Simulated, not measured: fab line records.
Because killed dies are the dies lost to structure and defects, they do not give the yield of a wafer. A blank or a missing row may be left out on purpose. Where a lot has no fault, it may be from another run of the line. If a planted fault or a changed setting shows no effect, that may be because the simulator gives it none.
Matching of chambers -- flow nand harc -- rie diel-09 running NHARC_A_BONDPAD_STRIP_15: 4 sister chambers
The step strips in O2. 4 wafers are shown with their chamber, then 8 later ones without.

== WAFERS, EACH WITH ITS CHAMBER ==
wafer,chamber,drypump motor current A (A)
L113.5,1,6.1
L120.5,3,5.6
L120.6,2,6.0
L119.1,0,5.0

== WAFERS WITHOUT THEIR CHAMBER ==
wafer,drypump motor current A (A)
L119.2,6.0
L119.6,6.0
L122.1,5.0
L122.4,5.7
L122.5,6.1
L123.3,5.0
L123.4,5.0
L123.6,6.1

== THE CHAMBER EACH PASSED THROUGH ==
wafer,from the rows above,in truth
L119.2,2,2
L119.6,2,2
L122.1,0,0
L122.4,3,3
L122.5,1,1
L123.3,0,0
L123.4,0,0
L123.6,1,1
Correctly placed: 8 of 8. Not placeable from these rows: 0. Number placed wrongly: 0.
How it was worked out, from the rows above alone: a wafer's distance from a chamber is the root of the sum, over the readings, of the square of ((its reading less the chamber's mean) divided by the reading's scatter). If the next closest chamber is less than 2 further off than the closest, the wafer can't be placed; otherwise it belongs to the closest. A chamber's mean is the mean of its shown wafers. The scatter (one wafer shown for each chamber): square how far every hidden wafer sits from the nearest shown wafer, average those squares and take the square root.
